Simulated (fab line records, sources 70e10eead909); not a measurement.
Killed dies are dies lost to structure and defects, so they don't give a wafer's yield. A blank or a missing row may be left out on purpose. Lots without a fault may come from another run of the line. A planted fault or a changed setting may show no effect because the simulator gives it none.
Tool commonality check | flow nand_harc | 13 lots, 39 wafers sampled

WHY IT WAS OPENED
At NHARC_P_GATE_CD_MEAS_26 the reading cd_nm is flagged on 1 of 13 lots. Wafers without a fault read 119.8 nm, standard deviation 0.68.
Rule: a lot is flagged when every wafer of it that has a number lies more than 4 standard deviations from that mean, or none has a number. The other lots count as sound.

lot  | measured     | on        | cd_nm (nm), wafer by wafer | flag
L341 | day 4 11:19  | cd_sem-03 | 119.7 121.1 120.3          |
L343 | day 5 04:11  | cd_sem-02 | 121.2 120.8 119.7          |
L344 | day 5 08:41  | cd_sem-01 | 120.8 121.0 120.0          |
L347 | day 6 08:07  | cd_sem-01 | 119.9 120.5 120.0          |
L349 | day 6 14:56  | cd_sem-02 | 120.0 119.8 120.3          |
L350 | day 6 18:25  | cd_sem-03 | 118.4 119.3 119.7          |
L353 | day 7 20:08  | cd_sem-03 | 119.5 119.4 120.1          |
L355 | day 8 04:10  | cd_sem-01 | 106.4 104.5 106.1          | FLAGGED
L356 | day 8 10:55  | cd_sem-02 | 119.7 120.2 120.0          |
L359 | day 8 23:59  | cd_sem-01 | 120.2 120.3 119.5          |
L361 | day 9 16:13  | cd_sem-01 | 119.5 120.0 119.6          |
L363 | day 10 06:43 | cd_sem-03 | 121.1 119.6 119.7          |
L364 | day 10 07:17 | cd_sem-03 | 119.6 121.2 120.2          |
The numbers of the flagged lots are 105.7 nm on average: -14.1 nm against the usual, or -21 standard deviations.

WHICH TOOL RAN EACH LOT
The record holds 1 process step before the reading, out of a route of 1159 steps. In each cell: the tool, then ch and the chambers that the sampled wafers went through, then the start.
lot  | flag    | NHARC_P_GATE_EXPOSE_23
L341 |         | arfi_scanner-01 ch 0, day 4 11:11
L343 |         | arfi_scanner-02 ch 0, day 5 04:03
L344 |         | arfi_scanner-02 ch 0, day 5 08:32
L347 |         | arfi_scanner-01 ch 0, day 6 07:59
L349 |         | arfi_scanner-01 ch 0, day 6 14:47
L350 |         | arfi_scanner-02 ch 0, day 6 18:16
L353 |         | arfi_scanner-03 ch 0, day 7 19:59
L355 | FLAGGED | arfi_scanner-01 ch 0, day 8 04:02
L356 |         | arfi_scanner-01 ch 0, day 8 10:46
L359 |         | arfi_scanner-03 ch 0, day 8 23:52
L361 |         | arfi_scanner-03 ch 0, day 9 16:04
L363 |         | arfi_scanner-02 ch 0, day 10 06:35
L364 |         | arfi_scanner-03 ch 0, day 10 07:08
What these steps do:
- NHARC_P_GATE_EXPOSE_23: exposes mask P GATE, target cd 120 nm.
- NHARC_P_GATE_CD_MEAS_26: target cd 120 nm.

FLAGGED OVER TOTAL, TOOL BY TOOL (the gauges that took the reading come last)
step                    | tool            | lots run | flagged | share of the flagged lots | sound lots run after its first flagged lot
NHARC_P_GATE_EXPOSE_23  | arfi_scanner-01 | 5        | 1       | all                       | 1 (L356)
NHARC_P_GATE_EXPOSE_23  | arfi_scanner-02 | 4        | 0       | none                      | -
NHARC_P_GATE_EXPOSE_23  | arfi_scanner-03 | 4        | 0       | none                      | -
NHARC_P_GATE_CD_MEAS_26 | cd_sem-01       | 5        | 1       | all                       | 2 (L359,L361)
NHARC_P_GATE_CD_MEAS_26 | cd_sem-02       | 3        | 0       | none                      | -
NHARC_P_GATE_CD_MEAS_26 | cd_sem-03       | 5        | 0       | none                      | -

WHAT THE TABLE ALLOWS
2 rows of the table ran every flagged lot: arfi_scanner-01 at NHARC_P_GATE_EXPOSE_23, cd_sem-01 at NHARC_P_GATE_CD_MEAS_26.
- arfi_scanner-01 at NHARC_P_GATE_EXPOSE_23: 1 of its 5 lots flagged. Sound lots ran on it after the first flagged one (L356), which a lasting fault on the whole tool wouldn't allow.
- cd_sem-01 at NHARC_P_GATE_CD_MEAS_26: 1 of its 5 lots flagged. Sound lots ran on it after the first flagged one (L359, L361), which a lasting fault on the whole tool wouldn't allow.
No row of the table ran every flagged lot and no sound lot after the first.

WHAT THE SIMULATOR HAD PUT IN
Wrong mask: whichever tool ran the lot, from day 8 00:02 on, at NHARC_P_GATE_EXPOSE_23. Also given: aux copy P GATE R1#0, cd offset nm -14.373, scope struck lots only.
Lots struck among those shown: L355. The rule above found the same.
